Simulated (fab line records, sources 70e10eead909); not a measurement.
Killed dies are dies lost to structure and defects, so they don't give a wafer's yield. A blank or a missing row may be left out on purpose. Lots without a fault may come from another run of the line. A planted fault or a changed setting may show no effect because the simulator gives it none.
Which tool did it? | flow nand_harc | 12 lots, 36 wafers sampled, at 6 steps of a route of 1302

WHAT THE GAUGES READ, wafer by wafer
NHARC_A_CONTACT_OVL_MEAS_09.
lot  | measured     | on         | overlay_x_nm (nm) | overlay_y_nm (nm)
L117 | day 22 11:52 | overlay-01 | -1.5 -1.2 -1.6    | -0.1 -0.7 -0.5
L119 | day 22 17:36 | overlay-01 | 0.5 -0.2 -0.2     | -0.8 -1.0 -0.8
L121 | day 23 18:29 | overlay-02 | -0.1 -0.1 -0.3    | 0.4 0.0 -0.2
L123 | day 24 18:32 | overlay-02 | -0.4 -0.1 0.4     | -0.4 -0.3 -0.4
L122 | day 24 20:16 | overlay-02 | 0.4 0.3 0.0       | 0.2 -0.3 0.1
L126 | day 26 06:28 | overlay-01 | -0.2 -0.6 -0.5    | 0.4 0.1 -0.4
L129 | day 27 14:57 | overlay-01 | -1.8 -1.9 -1.1    | -1.3 -0.7 -0.1
L136 | day 30 09:56 | overlay-02 | 0.6 0.2 0.6       | -0.5 -1.1 -1.2
L137 | day 30 14:13 | overlay-01 | 0.2 1.0 0.0       | 1.1 1.3 1.2
L138 | day 31 02:14 | overlay-02 | 0.4 0.3 0.7       | -0.7 -0.6 -1.1
L139 | day 31 06:37 | overlay-02 | -0.1 -0.6 0.0     | 1.6 0.7 1.1
L140 | day 31 15:05 | overlay-01 | 2.8 2.0 2.2       | -0.2 -0.5 0.0

NHARC_A_CONTACT_INSPECT_10.
lot  | measured     | on                | raw_defect_count
L117 | day 22 11:55 | defect_inspect-02 | 98 92 112
L119 | day 22 17:38 | defect_inspect-01 | 20 22 23
L121 | day 23 18:31 | defect_inspect-02 | 130 104 90
L123 | day 24 18:34 | defect_inspect-01 | 76 76 75
L122 | day 24 20:17 | defect_inspect-02 | 68 52 62
L126 | day 26 06:30 | defect_inspect-02 | 541 566 519
L129 | day 27 14:59 | defect_inspect-01 | 523 518 516
L136 | day 30 09:58 | defect_inspect-01 | 47 40 37
L137 | day 30 14:15 | defect_inspect-01 | 65 83 66
L138 | day 31 02:16 | defect_inspect-02 | 39 31 30
L139 | day 31 06:39 | defect_inspect-02 | 109 95 105
L140 | day 31 15:07 | defect_inspect-02 | 65 60 66

NHARC_END_SORT_01.
lot  | measured     | on        | killed_at_array | killed_at_other | killed_at_periphery | killed_dies | killed_open | killed_short
L126 | day 28 08:31 | prober-01 | 144 148 142     | 1 1 2           | 0 2 1               | 145 151 145 | 2 4 4       | 0 2 2
L129 | day 29 16:45 | prober-02 | 144 131 120     | 1 2 0           | 3 1 2               | 148 134 122 | 3 1 3       | 3 3 2

WHICH TOOL RAN EACH LOT (tool, then ch and the chambers of the sampled wafers, then the start)
lot  | NHARC_A_CONTACT_ETCH_97                       | NHARC_A_CONTACT_DEP_85          | NHARC_A_CONTACT_ETCH_134
L117 | rie_diel-04 ch 0,1,3, day 22 11:04 or earlier | pecvd-03 ch 0,1,2, day 22 11:04 | har_cap_etch-01 ch 0,1, day 22 13:13
L119 | rie_diel-01 ch 2,3, day 22 16:55 or earlier   | pecvd-03 ch 1,2, day 22 16:55   | har_cap_etch-01 ch 0,1, day 22 18:55
L121 | rie_diel-05 ch 0,1, day 23 17:50 or earlier   | pecvd-02 ch 0,1,2, day 23 17:50 | har_cap_etch-02 ch 0,1, day 23 19:43
L123 | rie_diel-04 ch 1,2,3, day 24 17:43 or earlier | pecvd-02 ch 0,1, day 24 17:43   | har_cap_etch-02 ch 0,1, day 24 19:46
L122 | rie_diel-05 ch 0,2,3, day 24 19:31 or earlier | pecvd-04 ch 0,1,2, day 24 19:31 | har_cap_etch-01 ch 0,1, day 24 21:35
L126 | rie_diel-05 ch 2,3, day 26 05:50 or earlier   | pecvd-02 ch 0,2, day 26 05:50   | har_cap_etch-01 ch 0,1, day 26 07:47
L129 | rie_diel-04 ch 0,1,3, day 27 14:08 or earlier | pecvd-02 ch 1,2, day 27 14:08   | har_cap_etch-01 ch 0,1, day 27 16:13
L136 | rie_diel-01 ch 0,2,3, day 30 09:14 or earlier | pecvd-04 ch 1,2, day 30 09:14   | har_cap_etch-01 ch 0,1, day 30 11:17
L137 | rie_diel-05 ch 0,1,3, day 30 13:27 or earlier | pecvd-02 ch 0,1, day 30 13:27   | har_cap_etch-03 ch 0,1, day 30 15:30
L138 | rie_diel-05 ch 0,2, day 31 01:37 or earlier   | pecvd-02 ch 1,2, day 31 01:37   | har_cap_etch-01 ch 0,1, day 31 03:29
L139 | rie_diel-05 ch 1,2, day 31 05:50 or earlier   | pecvd-02 ch 0,1, day 31 05:50   | har_cap_etch-01 ch 0,1, day 31 07:54
L140 | rie_diel-05 ch 0,1,2, day 31 14:24 or earlier | pecvd-02 ch 1,2, day 31 14:24   | har_cap_etch-01 ch 0, day 31 16:19
- NHARC_A_CONTACT_ETCH_97: etches the open film in C4F6/O2, target depth 20 nm, time 10 s.
- NHARC_A_CONTACT_DEP_85: deposits SiON, target thk 60 nm.
- NHARC_A_CONTACT_ETCH_134: etches the open film in C4F8/O2/Ar, time 140 s, target depth 700 nm.

WHAT THE TOOLS THEMSELVES READ (means of the sampled wafers that have a number; where no wafer has one, the mark that the record gives instead)
NHARC_A_CONTACT_ETCH_97.
lot  | tool        | drypump_motor_current_A (A) | oes_product_au (a.u.) | rf_vpp_V (V) | showerhead_plenum_p_Torr (Torr) | throttle_valve_pct (%)
L117 | rie_diel-04 | 6.0                         | 0.944                 | 546          | 3.91                            | 26.903
L119 | rie_diel-01 | 6.0                         | 0.959                 | 553          | 4.19                            | 26.907
L121 | rie_diel-05 | 5.7                         | 0.958                 | 547          | 3.97                            | 26.911
L123 | rie_diel-04 | 6.0                         | 0.959                 | 548          | 3.99                            | 26.906
L122 | rie_diel-05 | 5.7                         | 0.942                 | 548          | 3.94                            | 26.895
L126 | rie_diel-05 | 5.6                         | 0.978                 | 546          | 3.88                            | 26.905
L129 | rie_diel-04 | 6.0                         | 0.946                 | 546          | 3.88                            | 26.896
L136 | rie_diel-01 | 5.9                         | 0.943                 | 549          | 4.01                            | 26.903
L137 | rie_diel-05 | 5.5                         | 1.006                 | 551          | 4.07                            | 26.913
L138 | rie_diel-05 | 6.0                         | 0.946                 | 545          | 3.82                            | 26.904
L139 | rie_diel-05 | 5.6                         | 0.948                 | 546          | 3.85                            | 26.906
L140 | rie_diel-05 | 5.7                         | 0.960                 | 547          | 3.90                            | 26.904

NHARC_A_CONTACT_DEP_85.
lot  | tool     | heater_power_w (W)
L117 | pecvd-03 | 837
L119 | pecvd-03 | 894
L121 | pecvd-02 | 785
L123 | pecvd-02 | 866
L122 | pecvd-04 | 779
L126 | pecvd-02 | 754
L129 | pecvd-02 | 754
L136 | pecvd-04 | 794
L137 | pecvd-02 | 816
L138 | pecvd-02 | 808
L139 | pecvd-02 | 884
L140 | pecvd-02 | 774

THE ANSWER, worked out from the rows above alone
Rule: what is usual is taken from the lots themselves. Put in order of their means at a reading, lots are off if they are a third of the lots or fewer, leave a main group of 4 or more, and stand apart from it by a gap of 3 or more times the standard deviation of the main group's means; of several such gaps the widest counts. A main group whose means are all the same, to the digits that the tables above print for the reading, isn't used. A lot without any number at a reading at which 4 lots or more have one is off too. The other lots that the step has rows for count as sound. The gauges are gone through in route order, then the tools' own readings, and for those a lot's mean is taken as printed above. The first step at which some lot is off is used, and at that step the reading that is off furthest; a lot without a number counts as furthest.
Off: L126, L129, at NHARC_A_CONTACT_INSPECT_10 (raw_defect_count). The main group: mean 68, standard deviation 28.
A tool fits if, at a process step before that reading, it ran every lot that is off, and no sound lot after the first of them. The gauges at NHARC_A_CONTACT_INSPECT_10 are tried like those tools. NHARC_A_CONTACT_ETCH_97 gives no start for some lots, so the hours and the order of its lots are those of NHARC_A_CONTACT_DEP_85. None of those tried fits.

WHAT THE SIMULATOR HAD PUT IN
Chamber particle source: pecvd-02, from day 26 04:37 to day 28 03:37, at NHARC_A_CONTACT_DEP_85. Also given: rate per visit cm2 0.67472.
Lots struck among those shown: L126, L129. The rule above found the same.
